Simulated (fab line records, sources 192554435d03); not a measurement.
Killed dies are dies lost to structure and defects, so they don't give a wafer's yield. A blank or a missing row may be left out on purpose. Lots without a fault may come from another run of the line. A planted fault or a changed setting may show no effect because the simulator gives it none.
Problem report in the 8D (eight disciplines) form, filled by code | flow n5_finfet | the parts of the form that need people (team, actions taken, sign-off) are left out

1. THE PROBLEM
trench_depth_nm at N5_BEOL_M4_OCD_MEAS_38 reads a mean of 66.7 nm on 2 wafers of 2 lots; wafers without a fault read 55.6 nm with a standard deviation of 0.78. That is +14 standard deviations from the usual mean.
First seen on wafer L774.1, day 10 13:06, on ocd-01. The record holds 23 wafers of 8 lots with a number at this step. Rule for "out", or "out of limits": more than 4 standard deviations from the usual mean. The other wafers with a number count as sound.

2. WHAT IT IS AND WHAT IT IS NOT
question                    | is                | is not
which readings at this step | trench_depth_nm   | -
which lots                  | L774, L775        | L766, L773, L781, L782, L785, L786
which wafers of those lots  | L774.1, L775.4    | L774.3, L774.6, L775.3
read on which gauges        | ocd-01            | ocd-02
when                        | from day 10 13:06 | up to then (8 sound wafers); but 13 sound wafers of L775, L781, L782, L785, L786 came after

3. SUSPECTS, AND WHAT RULES EACH OUT
Counting: a tool at a process step up to the reading stays a suspect if it ran every lot that is out. Sound lots after the first of them don't rule it out here, since some wafers of a struck lot are sound.
- the gauge at N5_BEOL_M4_OCD_MEAS_38: ruled out. All the wafers that are out were read on ocd-01, but those of them that N5_BEOL_M4_TRENCH_ETCH_37 has rows for are out there too, on other tools.
- rie_diel-02 at N5_BEOL_M4_ETCH_77 (etches underlayer in N2/H2, target depth 6.5 nm, time 5.2 s): kept. It ran every lot that is out, first L774 (day 10 06:50); its last sound lot up to then is L766 (day 8 14:49).
- rie_diel-02 at N5_BEOL_M4_TRENCH_ETCH_37 (etches SiOC in C4F6/O2, target depth 55.555 nm, time 29.2 s): kept. It ran every lot that is out, first L774 (day 10 12:56); its last sound lot up to then is L773 (day 10 00:14). Its own readings are out on those wafers: run_length_s.
- Within rie_diel-02 at N5_BEOL_M4_TRENCH_ETCH_37: the wafers that are out ran in chamber 3; their sound lot-mates ran in chambers 0, 1, 2.
Left after counting: rie_diel-02 at N5_BEOL_M4_ETCH_77, rie_diel-02 at N5_BEOL_M4_TRENCH_ETCH_37.

4. THE CAUSE (what the simulator had put in)
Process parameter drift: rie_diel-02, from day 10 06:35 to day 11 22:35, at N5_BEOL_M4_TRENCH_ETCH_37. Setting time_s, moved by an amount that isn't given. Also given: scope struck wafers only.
Counting left 2 suspects, and this tool is among them.

5. THE CHAIN OF EFFECTS, in route order
Each row: a reading whose mean over the struck wafers that have a number lies more than 3 standard deviations from the usual. Only readings for which the record gives a usual standard deviation are gone through. hours: the time from each lot's start at the first step in this table that gives one to its start at this step, as a median over the lots. sigmas: the change in usual standard deviations.
hours | step                      | reading         | usual       | on struck wafers | change | sigmas
0     | N5_BEOL_M4_TRENCH_ETCH_37 | run_length_s    | 52.6 s      | 57.8             | +5.2   | +13
0     | N5_BEOL_M4_OCD_MEAS_38    | trench_depth_nm | 55.6 nm     | 66.7             | +11.1  | +14
4     | N5_BEOL_M4_THK_MEAS_53    | M4_THK          | 40.8 nm     | 53.0             | +12.2  | +8.7
4     | N5_BEOL_M4_RS_MEAS_58     | M4_RS           | 0.66 ohm/sq | 0.47             | -0.19  | -6.0
The process steps in it:
- N5_BEOL_M4_TRENCH_ETCH_37: etches SiOC in C4F6/O2, target depth 55.555 nm, time 29.2 s.
Later measuring or inspecting steps at which every struck wafer that the step has a row for has a number for every such reading, and none has moved that far: N5_BEOL_M4_RC_MEAS_101.

6. WHAT WOULD HAVE CAUGHT IT SOONER
In this record the first reading out of limits at a measuring or inspecting step was taken at day 10 13:06, 7 hours after the fault began at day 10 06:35.
The tool's own readings at N5_BEOL_M4_TRENCH_ETCH_37 were out on every struck wafer that the step has a row for (run_length_s): an alarm limit on them would have fired on the first of those.
Of the lots that are out (2), L775 began N5_BEOL_M4_TRENCH_ETCH_37 on rie_diel-02 after day 10 13:06. A hold on the tool at that time would have spared it.
